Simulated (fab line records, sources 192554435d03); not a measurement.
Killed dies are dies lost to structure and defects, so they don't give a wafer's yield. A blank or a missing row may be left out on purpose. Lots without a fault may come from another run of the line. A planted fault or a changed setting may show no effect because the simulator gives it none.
A struck lot beside a sound one | flow n5_finfet | 28 steps out of a route of 1938
Sound: wafers L383.3, L383.4, L383.6. Struck: wafers L391.1, L391.2, L391.4. The cause comes at the end.
At each step with rows: each side's tool, then ch and its chambers, then its first start. Under that, the readings that differ: sound wafers | struck wafers | difference of the means | sigmas: that difference in standard deviations of wafers without a fault.
alike: readings whose means differ by less than 2 such deviations, and words and numbers that are the same on both sides. not compared: withheld readings, readings that some wafer has no value for, bounds like >300 that may hide the same value, and numbers for which the record gives no deviation and whose values overlap.
The two part at a step that has a row with sigmas, a row that says differs or no value, or rows on one side only. Numbers that don't overlap but have no deviation are shown without sigmas and don't part them. A reading that every wafer of one side lacks parts them only if that side has two wafers or more.

first, 3 steps without rows for these wafers: N5_BEOL_M4_CO_CAP_55 (material Co, precursor CCTBA/H2, target thk 2 nm, time 102.1 s); N5_BEOL_M4_PRE_CLEAN_56 (time 15 s); N5_BEOL_M4_DEP_57 (deposits SiCN from 3MS/NH3, target thk 8 nm, time 14 s).
N5_BEOL_M4_RS_MEAS_58: measures by four-point-probe.
  sound on film_metro-02, day 8 16:58; struck on film_metro-01, day 10 11:58
  alike: M4_RS
N5_BEOL_M4_INSPECT_59: inspects for defects (darkfield).
  sound on defect_inspect-01, day 8 17:00; struck on defect_inspect-01, day 10 12:00
  alike: raw_defect_count
N5_BEOL_M4_RC_MEAS_101:
  sound on prober-01 ch 0, day 8 17:20; struck on prober-02 ch 0, day 10 12:01
  alike: DIBL_N, DIBL_P, IOFF_N, IOFF_P, ION_N, ION_P, SS_N, SS_P, VT_N, VT_P
N5_BEOL_M5_ILD_DEP_00: deposits SiCOH lowk from DEMS/porogen, target thk 140.64 nm, time 25.9 s.
  sound on pecvd-03 ch 1,2, day 8 18:00; struck on pecvd-04 ch 0,1,2, day 10 12:59
  alike: heater_power_w, showerhead_plenum_p_Torr, throttle_valve_pct
then, 1 step without rows for these wafers: N5_BEOL_M5_CURE_79 (cures SiCOH lowk, time 240 s).
N5_BEOL_M5_THK_MEAS_01:
  sound on film_metro-02, day 8 18:34; struck on film_metro-01, day 10 13:42
  alike: M5_ILD_THK
N5_BEOL_M5_PECVD_70: deposits SiO2 from TEOS/O2, target thk 16 nm, time 18 s.
  sound on pecvd-03 ch 0,1, day 8 18:37; struck on pecvd-03 ch 0,1, day 10 13:44
  alike: heater_power_w, showerhead_plenum_p_Torr, throttle_valve_pct
then, 2 steps without rows for these wafers: N5_BEOL_M5_HM_DEP_02 (deposits TiN, target thk 20 nm); N5_BEOL_M5_COAT_59 (time 60 s, resist thk 60 nm).
N5_BEOL_M5_COAT_60: time 60 s, resist thk 12 nm.
  sound on litho_track-02 ch 0, day 8 19:22; struck on litho_track-02 ch 0, day 10 14:03
  reading              | sound                | struck               | difference | sigmas
  spin_speed_rpm (rpm) | 1498.9 1499.0 1499.5 | 1557.9 1555.8 1558.0 | +58.1      | +60
  alike: dispense_pressure_kPa
then, 7 steps without rows for these wafers: N5_BEOL_M5_COAT_71 (time 60 s, resist thk 5 nm); N5_BEOL_M5_COAT_05 (resist thk 30 nm); N5_BEOL_M5_EBR_07; N5_BEOL_M5_SOFTBAKE_06 (time 60 s); N5_BEOL_M5_EXPOSE_08 (exposes mask M5, target cd 28 nm); N5_BEOL_M5_PEB_09 (peb time 60 s); N5_BEOL_M5_DEVELOP_10 (develop time 30 s).
N5_BEOL_M5_CD_MEAS_11: target cd 27.74 nm.
  sound on cd_sem-03 ch 0, day 8 19:47; struck on cd_sem-02 ch 0, day 10 14:19
  alike: cd_nm
N5_BEOL_M5_OVL_MEAS_12:
  sound on overlay-01 ch 0, day 8 19:50; struck on overlay-01 ch 0, day 10 14:20
  alike: M5_OVL
N5_BEOL_M5_INSPECT_13: inspects for defects (brightfield).
  sound on defect_inspect-02, day 8 19:53; struck on defect_inspect-02, day 10 14:24
  alike: raw_defect_count
N5_BEOL_M5_DESCUM_16: chemistry O2, time 7 s.
  sound on rie_diel-03 ch 0,2,3, day 8 20:07; struck on rie_diel-01 ch 1,2,3, day 10 14:47
  alike: drypump_motor_current_A, oes_product_au, rf_vpp_V, showerhead_plenum_p_Torr, throttle_valve_pct
  not compared: rf_hours_counter_h
N5_BEOL_M5_ETCH_72: etches underlayer in N2/H2, target depth 6.5 nm, time 5.2 s.
  sound on rie_diel-03 ch 0,2,3, day 8 20:09; struck on rie_diel-01 ch 1,2,3, day 10 14:49
  alike: drypump_motor_current_A, etch_rf_on_time_s, oes_product_au, rf_vpp_V, showerhead_plenum_p_Torr, throttle_valve_pct
  not compared: rf_hours_counter_h
N5_BEOL_M5_ETCH_61: etches SiARC in CF4, target depth 15.6 nm, time 26 s.
  sound on rie_diel-03 ch 0,2,3, day 8 20:10; struck on rie_diel-01 ch 1,2,3, day 10 14:50
  reading                  | sound             | struck            | difference | sigmas
  model.etch.depth_nm (nm) | 12.02 11.97 12.01 | 11.74 11.72 11.73 | -0.27      |
  alike: drypump_motor_current_A, etch_rf_on_time_s, oes_product_au, rf_vpp_V, showerhead_plenum_p_Torr, throttle_valve_pct
  not compared: rf_hours_counter_h
N5_BEOL_M5_ETCH_62: etches SOC in N2/H2, target depth 75 nm, overetch 15 nm, time 112.5 s.
  sound on rie_diel-03 ch 0,2,3, day 8 20:11; struck on rie_diel-01 ch 1,2,3, day 10 14:52
  alike: drypump_motor_current_A, oes_product_au, rf_vpp_V, showerhead_plenum_p_Torr, throttle_valve_pct
  not compared: rf_hours_counter_h
-- the record jumps here: 4 days lie between the struck wafers' starts before and after (it left off in module BEOL_M5 and takes up again in module PASSIVATION, whose first step shown is number 1936 of the route) --
N5_PASSIVATION_PROBE_49:
  the record has rows for the struck wafers here (prober-01, day 14 23:19) and none for the sound ones

WHERE THEY PART
First at N5_BEOL_M5_COAT_60; last, within this record, at N5_PASSIVATION_PROBE_49.

WHY: what the simulator had put in
Process parameter drift: litho_track-02, from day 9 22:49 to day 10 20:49, at N5_BEOL_M5_COAT_60. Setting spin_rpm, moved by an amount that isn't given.
